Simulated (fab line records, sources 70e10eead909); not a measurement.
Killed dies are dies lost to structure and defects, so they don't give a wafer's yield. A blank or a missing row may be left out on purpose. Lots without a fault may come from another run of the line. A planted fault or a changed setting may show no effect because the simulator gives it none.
Chamber matching | flow nand_harc | NHARC_A_BONDPAD_ETCH_34 on rie_diel-12: 4 sister chambers
The step etches the open film in N2/H2, target depth 60 nm, overetch 18 nm, time 65.91 s. 14 wafers are shown with their chamber, then 7 later ones without.

WAFERS WITH THEIR CHAMBER
wafer  | chamber | drypump_motor_current_A (A) | showerhead_plenum_p_Torr (Torr) | rf_vpp_V (V)
L075.1 | 1       | 6.4                         | 1.96                            | 428.3
L075.2 | 3       | 6.4                         | 2.01                            | 428.8
L075.5 | 1       | 6.4                         | 1.96                            | 428.6
L079.2 | 2       | 5.2                         | 2.04                            | 430.9
L079.5 | 1       | 6.4                         | 1.95                            | 429.4
L079.6 | 0       | 5.6                         | 1.88                            | 425.4
L081.1 | 0       | 5.6                         | 1.87                            | 425.3
L081.2 | 2       | 5.1                         | 2.03                            | 430.0
L081.4 | 1       | 6.4                         | 1.95                            | 428.5
L088.1 | 1       | 6.4                         | 1.95                            | 426.6
L088.3 | 2       | 5.2                         | 2.03                            | 428.9
L088.6 | 2       | 5.2                         | 2.03                            | 432.1
L089.3 | 2       | 5.2                         | 2.03                            | 430.8
L089.5 | 1       | 6.4                         | 1.95                            | 428.5

SIGNATURES (means of the wafers above)
reading                  | chamber 0 | chamber 1 | chamber 2 | chamber 3 | scatter within a chamber
drypump_motor_current_A  | 5.600     | 6.400     | 5.180     | 6.400     | 0.0283
showerhead_plenum_p_Torr | 1.8750    | 1.9533    | 2.0320    | 2.0100    | 0.00513
rf_vpp_V                 | 425.350   | 428.317   | 430.540   | 428.800   | 0.994
Rule: a wafer's distance from a chamber is the root of the sum, over the readings, of the square of ((its reading less the chamber's mean) divided by the reading's scatter). The wafer belongs to the nearest chamber; if the next one is less than 2 further off, it can't be placed. The scatter: the root of (the sum of the squares of (reading less its chamber's mean) over the shown wafers, divided by (wafers less chambers)).

WAFERS WITHOUT THEIR CHAMBER
wafer  | drypump_motor_current_A (A) | showerhead_plenum_p_Torr (Torr) | rf_vpp_V (V)
L089.6 | 5.6                         | 2.22                            | 433.9
L087.1 | 6.4                         | 1.95                            | 427.7
L087.3 | 5.6                         | 2.22                            | 435.2
L087.5 | 6.4                         | 1.95                            | 428.4
L094.1 | 5.2                         | 2.03                            | 431.1
L094.3 | 6.4                         | 2.00                            | 428.4
L094.4 | 6.4                         | 1.94                            | 428.6

WHICH CHAMBER EACH WENT THROUGH
wafer  | from the rows above | in truth
L089.6 | 2                   | 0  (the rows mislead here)
L087.1 | 1                   | 1
L087.3 | 2                   | 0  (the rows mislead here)
L087.5 | 1                   | 1
L094.1 | 2                   | 2
L094.3 | 3                   | 3
L094.4 | 1                   | 1
Placed correctly: 5 of 7. Can't be placed from these rows: 0. Placed wrongly: 2.
